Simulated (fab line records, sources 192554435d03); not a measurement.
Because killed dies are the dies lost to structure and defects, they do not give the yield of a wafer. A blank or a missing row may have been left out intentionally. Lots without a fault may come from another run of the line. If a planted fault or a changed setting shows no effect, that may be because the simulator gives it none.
fab line records -- flow n5Finfet
[record] lots = 5, wafers = 14, lastDay = 20
route steps=1938 shown BEOL_M0@721 BEOL_M4@1111 PASSIVATION@1936
lots untouched by any fault: they come from a run of this same line in which no faults occurred
startH: the number of hours between the record's first day and the start of the first shown wafer of the lot -- waitH: hours from the lot's prior step to this one -- " repeats the value in the row above -- L1.1+2: one row covering several wafers at once -- - no value, or no start given -- * or withheld: withheld -- < > ~ a bound
route shown NAME@n: NAME is a module with steps in the file, n the number in the route of the first one -- usual: mean and standard deviation over wafers with no fault -- same: alike in all rows -- chamber/n: place in a boat -- sites: each site's reading -- _std_site: their standard deviation -- _edge_site: inner sites' mean taken away from outer sites' mean -- radiusMm: for every site, how far away it sits from the centre of the wafer -- mask NAME#n: copy n -- behind: the tool/chamber that last shaped the wafer -- hold: what put the lot on hold/how long, in hours/how the hold closed -- device: the n, p or np transistor that did not switch -- end of line: tests run on the same wafers once the route is complete -- for a step that has no rows: nothing shown but its recipe -- killed: the dies lost at the first sort to structure and to defects; this is not the yield of the wafer -- map: dies across one wafer; x = killed, . = not, _ = none there
set.NAME: the setting as run; set.NAME@STEP: as run at that earlier step -- model.NAME: the simulator's own value behind a step, which no gauge read
lots at selected steps of the route; one table per step, one row per wafer
services: the hour from which a tool's chamber was out of use, counted from the record's first day as startH (under 0 if before that day), plus the number of hours and why
[[steps]]
[step N5_BEOL_M0_TRENCH_ETCH_107]
[recipe] chemistry = C4F6/O2, targetDepthA = 328, target = SiOC, timeS = 16.4, ionEnergyEv = 250, pressureMtorr = 30, sourceW = 355, biasW = 185, Ar_flow_sccm = 300, C4F6_flow_sccm = 10, O2_flow_sccm = 10
[usual] C4F6_flow_sccm = 10.00/0.031, biasW = 185.0/0.62, chamberPressureMTorr = 30.004/0.024, drypumpMotorCurrentA = 5.6/0.41, oesProductAu = 0.75/0.058, rfVppV = 668/17, showerheadPlenumPTorr = 2.82/0.1, throttleValvePct = 20.94/0.23
lot.wafer,tool,chamber,startH,waitH,C4F6_flow_sccm,biasW,chamberPressureMTorr,drypumpMotorCurrentA,oesProductAu,rfHoursCounterH,rfVppV,showerheadPlenumPTorr,throttleValvePct
L323.2,rieDiel-05,0,145.75,0.0,9.93,184.9,30.031,5.1,0.75,174,663,2.72,20.67
L323.3,rieDiel-05,3,145.75,0.0,10.02,185.1,29.985,5.4,0.68,218,655,2.73,20.89
L323.5,rieDiel-05,1,145.75,0.0,10.01,184.5,30.036,6.2,0.79,-,667,2.84,21.11
L325.1,rieDiel-05,2,164.27,0.0,10.01,184.1,30.000,5.3,0.70,214,674,2.96,21.09
L325.5,rieDiel-05,0,164.27,0.0,10.02,184.2,30.006,5.2,0.74,-,665,2.72,20.68
L325.6,rieDiel-05,3,164.27,0.0,9.93,186.2,29.993,5.5,0.68,-,656,2.73,20.92
L330.3,rieDiel-01,0,187.84,0.0,10.00,185.5,30.011,6.3,0.69,237,655,2.94,21.12
L330.5,rieDiel-01,3,187.84,0.0,10.05,185.2,30.045,5.0,0.76,-,674,2.73,20.91
L334.2,rieDiel-04,0,212.75,0.0,10.04,183.9,30.039,5.8,0.77,140,699,2.84,20.41
L334.4,rieDiel-04,2,212.75,0.0,10.00,185.1,30.017,5.6,0.90,38,667,2.93,21.22
L334.6,rieDiel-04,3,212.75,0.0,10.04,184.1,29.987,5.5,0.77,-,641,2.73,20.85
L341.2,rieDiel-05,2,261.68,0.0,9.95,184.1,29.999,5.3,0.68,246,671,2.95,21.14
L341.3,rieDiel-05,1,261.68,0.0,10.03,184.2,29.982,6.1,0.76,162,668,2.83,21.20
L341.5,rieDiel-05,0,261.68,0.0,9.97,183.8,30.024,5.2,0.73,-,664,2.70,20.74
[step N5_BEOL_M0_STRIP_142]
[recipe] chemistry = N2/H2, timeS = 10, powerW = 450, tempC = 40, pressureMtorr = 20, rfFrequencyHz = 6e+07, biasPowerW = 7, n2FlowSccm = 200, h2FlowSccm = 200
[step N5_BEOL_M0_OCD_MEAS_108]
[usual] trenchDepthNm = 32.9/0.87
lot.wafer,tool,chamber,startH,waitH,trenchDepthNm
L323.2,ocd-02,-,145.85,0.1,33.0
L323.3,ocd-02,-,145.85,0.1,32.0
L323.5,ocd-02,-,145.85,0.1,33.4
L325.1,ocd-02,-,164.37,0.1,31.7
L325.5,ocd-02,-,164.37,0.1,32.9
L325.6,ocd-02,-,164.37,0.1,31.8
L330.3,ocd-02,-,187.95,0.1,32.9
L330.5,ocd-02,-,187.95,0.1,32.0
L334.2,ocd-01,-,212.85,0.1,32.9
L334.4,ocd-01,-,212.85,0.1,35.4
L334.6,ocd-01,-,212.85,0.1,33.1
L341.2,ocd-01,-,261.79,0.1,32.0
L341.3,ocd-01,-,261.79,0.1,33.6
L341.5,ocd-01,-,261.79,0.1,33.2
[step N5_BEOL_M0_HM_STRIP_129]
[recipe] chemistry = peroxideTinStrip, material = TiN, targetDepthA = 170, tempC = 50, timeS = 108
[step N5_BEOL_M0_SRD_130]
[recipe] timeS = 30, tempC = 23, rinseLiquid = diw, dry = ipaMarangoni
[step N5_BEOL_M0_ETCH_109]
[recipe] chemistry = CH3F/O2, targetDepthA = 80, overetchA = 24, target = SiCN, timeS = 27.4, ionEnergyEv = 120, pressureMtorr = 30, sourceW = 395, biasW = 75, Ar_flow_sccm = 150, CH3F_flow_sccm = 30, O2_flow_sccm = 20
[step N5_BEOL_M0_STRIP_139]
[recipe] chemistry = postEtchResidueRemover, timeS = 60, tempC = 25, removerPh = withheld, removerWaterWtPct = withheld, removerFluorideWtPct = withheld
[step N5_BEOL_M0_SRD_111]
[recipe] timeS = 30, tempC = 23, rinseLiquid = diw, dry = ipaMarangoni
[step N5_BEOL_M0_DEGAS_112]
[recipe] ambient = vacuum, tempC = 250, timeS = 60
[usual] heaterPowerW = 329/24
lot.wafer,tool,chamber,startH,waitH,heaterPowerW
L323.2,pvdSputter-03,-,146.18,0.0,312
L323.3,pvdSputter-03,-,146.18,0.0,327
L323.5,pvdSputter-03,-,146.18,0.0,316
L325.1,pvdSputter-01,-,166.51,1.8,338
L325.5,pvdSputter-01,-,166.51,1.8,303
L325.6,pvdSputter-01,-,166.51,1.8,343
L330.3,pvdSputter-01,-,188.77,0.6,361
L330.5,pvdSputter-01,-,188.77,0.6,334
L334.2,pvdSputter-01,-,213.55,0.3,304
L334.4,pvdSputter-01,-,213.55,0.3,342
L334.6,pvdSputter-01,-,213.55,0.3,333
L341.2,pvdSputter-02,-,263.44,0.7,302
L341.3,pvdSputter-02,-,263.44,0.7,340
L341.5,pvdSputter-02,-,263.44,0.7,308
[step N5_BEOL_M0_PRE_CLEAN_113]
[recipe] gas = H2/He, timeS = 30, tempC = 250
[step N5_BEOL_M0_ALD_136]
[recipe] material = TaN, targetThkA = *, tempC = 275, aldPrecursorFamily = PDMAT, aldCoReactant = NH3, pressureTorr = 3, carrierFlowSccm = 1500, pulseTimeS = 2, purgeTimeS = 3, coReactantPurgeTimeS = 2, coReactantPulseTimeS = 3, aldCycles = 30, precursorVesselTempC = 75, precursorVesselPressureTorr = 26.25, precursorVesselCarrierSccm = 1000
[usual] heaterPowerW = 430/28, mfcCarrierSccm = 1501/5
lot.wafer,tool,chamber,startH,waitH,heaterPowerW,mfcCarrierSccm
L323.2,aldMetal-01,0,146.33,0.1,438,1508
L323.3,aldMetal-01,2,146.33,0.1,407,1498
L323.5,aldMetal-01,0,146.33,0.1,425,1512
L325.1,aldMetal-01,1,166.61,0.0,440,1501
L325.5,aldMetal-01,0,166.61,0.0,444,1500
L325.6,aldMetal-01,3,166.61,0.0,373,1489
L330.3,aldMetal-02,0,188.87,0.0,435,1503
L330.5,aldMetal-02,1,188.87,0.0,417,1499
L334.2,aldMetal-02,1,213.65,0.0,431,1492
L334.4,aldMetal-02,0,213.65,0.0,431,1496
L334.6,aldMetal-02,2,213.65,0.0,452,1504
L341.2,aldMetal-02,3,263.77,0.3,410,1503
L341.3,aldMetal-02,0,263.77,0.3,431,1507
L341.5,aldMetal-02,1,263.77,0.3,431,1502
[step N5_BEOL_M0_SURFACE_TREAT_137]
[recipe] gas = Ar, timeS = *, ionEnergyEv = *, ionCurrentMaCm2 = 0.5, pressureMtorr = *, arFlowSccm = 30
[usual] throttleValvePct = *
lot.wafer,tool,chamber,startH,waitH,throttleValvePct
L323.2,pvdSputter-02,-,146.56,0.1,*
L323.3,pvdSputter-02,-,146.56,0.1,*
L323.5,pvdSputter-02,-,146.56,0.1,*
L325.1,pvdSputter-01,-,166.85,0.1,*
L325.5,pvdSputter-01,-,166.85,0.1,*
L325.6,pvdSputter-01,-,166.85,0.1,*
L330.3,pvdSputter-01,-,189.15,0.2,*
L330.5,pvdSputter-01,-,189.15,0.2,*
L334.2,pvdSputter-01,-,213.93,0.2,*
L334.4,pvdSputter-01,-,213.93,0.2,*
L334.6,pvdSputter-01,-,213.93,0.2,*
L341.2,pvdSputter-03,-,265.22,1.3,*
L341.3,pvdSputter-03,-,265.22,1.3,*
L341.5,pvdSputter-03,-,265.22,1.3,*
[step N5_BEOL_M0_CVD_115]
[recipe] material = Co, targetThkA = *, tempC = withheld, precursor = CCTBA/H2, pressureTorr = 30, timeS = 120
[usual] runLengthS = 142.6/0.52
lot.wafer,tool,chamber,startH,waitH,runLengthS
L323.2,cvdCo-02,2,146.82,0.2,143.2
L323.3,cvdCo-02,1,146.82,0.2,143.1
L323.5,cvdCo-02,2,146.82,0.2,142.7
L325.1,cvdCo-02,0,167.05,0.2,142.1
L325.5,cvdCo-02,0,167.05,0.2,141.8
L325.6,cvdCo-02,2,167.05,0.2,142.8
L330.3,cvdCo-02,0,189.23,0.1,141.8
L330.5,cvdCo-02,2,189.23,0.1,248.1
L334.2,cvdCo-01,1,214.25,0.3,143.0
L334.4,cvdCo-01,0,214.25,0.3,142.4
L334.6,cvdCo-01,2,214.25,0.3,142.0
L341.2,cvdCo-01,2,265.28,0.0,141.5
L341.3,cvdCo-01,0,265.28,0.0,143.4
L341.5,cvdCo-01,2,265.28,0.0,141.6
[step N5_BEOL_M0_SPUTTER_116]
[recipe] material = Cu, targetThkA = 40, tempC = -20, chamberPressurePa = 0.07, powerW = withheld, timeS = 7.37
[usual] throttleValvePct = 29.7/0.91
lot.wafer,tool,chamber,startH,waitH,throttleValvePct
L323.2,pvdSputter-03,-,147.10,0.2,29.2
L323.3,pvdSputter-03,-,147.10,0.2,29.9
L323.5,pvdSputter-03,-,147.10,0.2,29.1
L325.1,pvdSputter-01,-,167.25,0.2,28.6
L325.5,pvdSputter-01,-,167.25,0.2,28.9
L325.6,pvdSputter-01,-,167.25,0.2,30.5
L330.3,pvdSputter-03,-,189.36,0.1,30.0
L330.5,pvdSputter-03,-,189.36,0.1,28.4
L334.2,pvdSputter-02,-,214.44,0.1,29.4
L334.4,pvdSputter-02,-,214.44,0.1,29.4
L334.6,pvdSputter-02,-,214.44,0.1,29.0
L341.2,pvdSputter-02,-,265.44,0.1,29.3
L341.3,pvdSputter-02,-,265.44,0.1,30.5
L341.5,pvdSputter-02,-,265.44,0.1,29.4
[step N5_BEOL_M4_RC_MEAS_101]
[usual] DIBL_N = 36.5/2.1, DIBL_P = 36.6/2.6, IOFF_N = 0.17/0.044, IOFF_P = 0.21/0.048, ION_N = 674/17, ION_P = 462/9.5, SS_N = 71.6/0.77, SS_P = 73.5/0.72, VT_N = 250/4.2, VT_P = -250/3.9
lot.wafer,tool,chamber,startH,waitH,DIBL_N[mV/V],DIBL_P[mV/V],IOFF_N[nA/um],IOFF_P[nA/um],ION_N[uA/um],ION_P[uA/um],SS_N[mV/dec],SS_P[mV/dec],VT_N[mV],VT_P[mV]
L323.2,prober-02,0,236.76,0.2,36.8,38.4,0.16,0.20,666,455,72.0,73.2,250,-254
L323.3,prober-02,0,236.76,0.2,38.0,39.4,0.21,0.23,675,457,72.2,73.9,245,-249
L323.5,prober-02,0,236.76,0.2,38.2,38.3,0.20,0.21,670,454,72.4,73.6,246,-253
L325.1,prober-02,0,256.87,0.0,37.4,36.7,0.18,0.20,687,463,71.2,73.7,247,-252
L325.5,prober-02,0,256.87,0.0,37.1,36.7,0.17,0.20,680,463,71.1,74.0,247,-252
L325.6,prober-02,0,256.87,0.0,35.8,35.7,0.14,0.17,673,456,70.4,73.7,251,-257
L330.3,prober-02,0,300.17,0.3,36.4,39.2,0.17,0.23,682,463,71.4,74.4,249,-252
L330.5,prober-02,0,300.17,0.3,34.2,35.2,0.13,0.18,664,459,71.0,73.3,253,-251
L334.2,prober-01,0,320.89,0.7,32.3,31.4,0.11,0.14,641,447,70.7,72.3,256,-257
L334.4,prober-01,0,320.89,0.7,35.9,37.0,0.18,0.23,688,467,71.8,74.4,249,-249
L334.6,prober-01,0,320.89,0.7,35.5,35.6,0.15,0.20,659,454,71.7,73.6,252,-254
L341.2,prober-01,0,349.58,0.2,35.7,35.2,0.14,0.15,662,452,71.3,72.9,256,-257
L341.3,prober-01,0,349.58,0.2,35.8,36.3,0.14,0.18,667,459,70.6,72.9,254,-253
L341.5,prober-01,0,349.58,0.2,33.6,35.2,0.10,0.16,652,458,70.4,73.0,256,-254
[step N5_PASSIVATION_PROBE_49]
[usual] defectLimitedYield = 91.2/1.5, killed_at_M0_to_M3 = 36/10, killed_at_M4_up = 14/5.2, killedAtContacts = 12/6, killedAtFrontEnd = 37/10, killedAtOther = 4/3.3, killedDies = 104/18, killedOpen = 68/14, killedShort = 34/7.4, sort_bin_5_function = 5.2/1, sort_bin_6_memory = 3.3/0.7, sort_bin_8_speed = 0.01/0.045, sortNPass = 1076/18, sortYieldPct = 91.2/1.5
[same] grossDies = 1180, killedAtBackSide = 0, sort_bin_4_leakage[%] = 0
lot.wafer,tool,chamber,startH,waitH,defectLimitedYield[%],killed_at_M0_to_M3,killed_at_M4_up,killedAtContacts,killedAtFrontEnd,killedAtOther,killedDies,killedOpen,killedShort,sort_bin_5_function[%],sort_bin_6_memory[%],sort_bin_8_speed[%],sortNPass,sortYieldPct[%]
L323.2,prober-01,-,344.35,0.1,92.8,41,13,9,21,1,85,60,24,4.5,2.5,0,1095,92.8
L323.3,prober-01,-,344.40,0.1,92.2,34,11,13,30,4,92,60,32,4.7,2.6,0,1088,92.2
L323.5,prober-01,-,344.50,0.2,90.1,43,18,8,45,3,117,82,34,6.1,3.6,0,1063,90.1
L325.1,prober-01,-,377.98,0.0,91.4,30,11,13,42,5,101,69,29,4.9,3.3,0,1079,91.4
L325.5,prober-01,-,378.18,0.2,88.9,44,20,10,49,8,131,81,48,6.2,4.3,0,1049,88.9
L325.6,prober-01,-,378.23,0.3,90.8,37,17,9,40,5,108,62,43,6.3,2.6,0,1072,90.8
L330.3,prober-02,-,419.69,0.1,91.4,26,9,28,31,8,102,66,34,5.3,3.1,0,1078,91.4
L330.5,prober-02,-,419.79,0.2,89.4,46,17,23,33,6,125,70,55,6.9,3.1,0,1055,89.4
L334.2,prober-01,-,470.39,0.1,91.6,29,19,7,41,3,99,60,35,5.1,2.9,0.17,1079,91.4
L334.4,prober-01,-,470.49,0.2,88.3,36,13,16,67,6,138,99,39,6.3,5.3,0,1042,88.3
L334.6,prober-01,-,470.59,0.3,90.3,35,22,16,38,4,115,81,34,6.1,3.4,0,1065,90.3
L341.2,prober-01,-,478.25,0.1,92.2,48,16,3,23,2,92,57,34,4.9,2.7,0,1088,92.2
L341.3,prober-01,-,478.30,0.1,91.7,42,9,6,29,12,98,60,37,4.9,3.1,0,1082,91.7
L341.5,prober-01,-,478.40,0.2,92.5,18,15,7,46,3,89,58,30,5.2,2.3,0,1091,92.5
// killed by level:class
L323.2 BEOL_M0_SAQP:geometricParticle:open=11 BEOL_M2:geometricParticle:open=10 MOL_CONTACT_COAG:geometricParticle:open=6 BEOL_M3:geometricParticle:open=6 BEOL_M4:geometricParticle:open=5 BEOL_M0_SAQP:geometricParticle:short=4 BEOL_M3:geometricParticle:short=4 FIN_SAQP:geometricParticle:open=3
L323.3 BEOL_M1:geometricParticle:open=12 MOL_CONTACT_COAG:geometricParticle:open=10 BEOL_M0_SAQP:geometricParticle:open=9 DUMMY_GATE:geometricParticle:open=6 GATE_CUT:geometricParticle:short=4 BEOL_M2:geometricParticle:open=4 BEOL_M3:geometricParticle:open=4 STARTING-WAFER:geometricParticle:short=4
L323.5 BEOL_M2:geometricParticle:open=12 BEOL_M3:geometricParticle:open=12 FIN_SAQP:geometricParticle:short=11 FIN_SAQP:geometricParticle:open=8 MOL_CONTACT_COAG:geometricParticle:open=7 BEOL_M4:geometricParticle:open=7 STI_FIN_REVEAL:geometricParticle:open=6 BEOL_M0_SAQP:geometricParticle:short=5
L325.1 FIN_SAQP:geometricParticle:open=13 MOL_CONTACT_COAG:geometricParticle:open=11 BEOL_M0_SAQP:geometricParticle:open=8 FIN_SAQP:geometricParticle:short=7 STI_FIN_REVEAL:geometricParticle:open=7 BEOL_M0_SAQP:geometricParticle:short=6 BEOL_M2:geometricParticle:open=6 DUMMY_GATE:geometricParticle:open=5
L325.5 BEOL_M0_SAQP:geometricParticle:short=20 FIN_SAQP:geometricParticle:short=11 STI_FIN_REVEAL:geometricParticle:open=11 FIN_SAQP:geometricParticle:open=8 MOL_CONTACT_COAG:geometricParticle:open=8 BEOL_M4:geometricParticle:open=8 BEOL_M0_SAQP:geometricParticle:open=7 BEOL_M2:geometricParticle:open=7
L325.6 BEOL_M0_SAQP:geometricParticle:short=11 BEOL_M0_SAQP:geometricParticle:open=11 FIN_SAQP:geometricParticle:short=10 FIN_SAQP:geometricParticle:open=8 MOL_CONTACT_COAG:geometricParticle:open=8 BEOL_M3:geometricParticle:open=8 STARTING-WAFER:geometricParticle:short=8 BEOL_M4:geometricParticle:open=6
L330.3 MOL_CONTACT_COAG:geometricParticle:open=23 BEOL_M3:geometricParticle:short=7 STI_FIN_REVEAL:geometricParticle:open=6 BEOL_M2:geometricParticle:open=6 DUMMY_GATE:geometricParticle:open=5 MOL_CONTACT_COAG:geometricParticle:short=5 BEOL_M4:geometricParticle:open=4 GATE_CUT:geometricParticle:short=4
L330.5 BEOL_M0_SAQP:geometricParticle:open=16 MOL_CONTACT_COAG:geometricParticle:open=15 BEOL_M0_SAQP:geometricParticle:short=12 MOL_CONTACT_COAG:geometricParticle:short=8 BEOL_M3:geometricParticle:open=7 GATE_CUT:geometricParticle:short=5 BEOL_M5:geometricParticle:short=5 FIN_SAQP:geometricParticle:short=4
L334.2 BEOL_M0_SAQP:geometricParticle:short=9 BEOL_M4:geometricParticle:open=7 FIN_SAQP:geometricParticle:short=6 FIN_SAQP:geometricParticle:open=6 STI_FIN_REVEAL:geometricParticle:open=6 BEOL_M0_SAQP:geometricParticle:open=6 DUMMY_GATE:geometricParticle:open=5 GATE_CUT:geometricParticle:short=5
L334.4 STI_FIN_REVEAL:geometricParticle:open=25 MOL_CONTACT_COAG:geometricParticle:open=15 FIN_SAQP:geometricParticle:open=13 FIN_SAQP:geometricParticle:short=12 BEOL_M3:geometricParticle:open=11 BEOL_M2:geometricParticle:open=6 BEOL_M0_SAQP:geometricParticle:short=5 BEOL_M4:geometricParticle:open=5
L334.6 MOL_CONTACT_COAG:geometricParticle:open=15 FIN_SAQP:geometricParticle:open=10 BEOL_M0_SAQP:geometricParticle:open=9 BEOL_M5:geometricParticle:open=8 BEOL_M0_SAQP:geometricParticle:short=6 BEOL_M1:geometricParticle:open=6 STI_FIN_REVEAL:geometricParticle:open=5 BEOL_M4:geometricParticle:open=5
L341.2 BEOL_M2:geometricParticle:open=13 BEOL_M3:geometricParticle:open=8 BEOL_M2:geometricParticle:short=7 STI_FIN_REVEAL:geometricParticle:open=6 BEOL_M0_SAQP:geometricParticle:short=6 BEOL_M4:geometricParticle:open=6 STI_FIN_REVEAL:geometricParticle:short=5 BEOL_M0_SAQP:geometricParticle:open=5
L341.3 BEOL_M0_SAQP:geometricParticle:open=10 GATE_CUT:geometricParticle:short=7 BEOL_M1:geometricParticle:open=7 MOL_CONTACT_COAG:geometricParticle:open=6 BEOL_M0_SAQP:geometricParticle:short=6 FIN_SAQP:geometricParticle:short=5 BEOL_M2:geometricParticle:open=5 MIM_TOP_ETCH:geometricParticle:open=5
L341.5 STI_FIN_REVEAL:geometricParticle:open=12 GATE_CUT:geometricParticle:open=7 BEOL_M4:geometricParticle:open=7 MOL_CONTACT_COAG:geometricParticle:open=6 BEOL_M2:geometricParticle:open=6 STI_FIN_REVEAL:geometricParticle:short=5 STARTING-WAFER:geometricParticle:short=4 FIN_SAQP:geometricParticle:short=3
[[services]]
tool,chamber,startH,hours,kind
cvdCo-01,1,125.65,-,clean
cvdCo-01,1,125.65,22.0,scheduledDown
cvdCo-01,1,125.65,22.0,ventCycle
aldMetal-02,3,154.09,15.1,repair
pvdSputter-01,-,155.50,4.5,repair
aldMetal-01,2,157.06,20.6,repair
cvdCo-02,1,164.16,4.1,repair
rieDiel-01,2,171.91,16.9,repair
rieDiel-04,2,196.85,3.7,repair
aldMetal-01,-,200.19,1.3,repair
pvdSputter-01,-,219.23,4.0,repair
rieDiel-01,0,223.62,-,clean
rieDiel-01,0,223.62,-,consumableReplace:focusRing
rieDiel-01,0,223.62,32.8,scheduledDown
rieDiel-01,0,223.62,32.8,ventCycle
rieDiel-05,3,240.08,-,clean
rieDiel-05,3,240.08,-,consumableReplace:focusRing
rieDiel-05,3,240.08,-,consumableReplace:showerhead
rieDiel-05,3,240.08,25.9,scheduledDown
rieDiel-05,3,240.08,25.9,ventCycle
cvdCo-02,2,240.71,4.8,repair
aldMetal-01,1,242.96,2.0,repair
cvdCo-01,0,243.52,11.4,repair
[[key]]
[firstSign] step = N5_BEOL_M0_CVD_115, reading = runLengthS, direction = up, sigmas = 99+, usual = *, struck = *
effect none on later readings
metAt N5_BEOL_M0_CVD_115
struckWafers L330.5
onsetBetween 167.05 189.23
[fault] kind = processParameterDrift, tool = cvdCo-02, chamber = -, onsetH = 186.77, steps = N5_BEOL_M0_CVD_115, channel = timeS, offset = *, shape = step, endH = 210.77, scope = struckWafersOnly, actsIn = *, stated = *
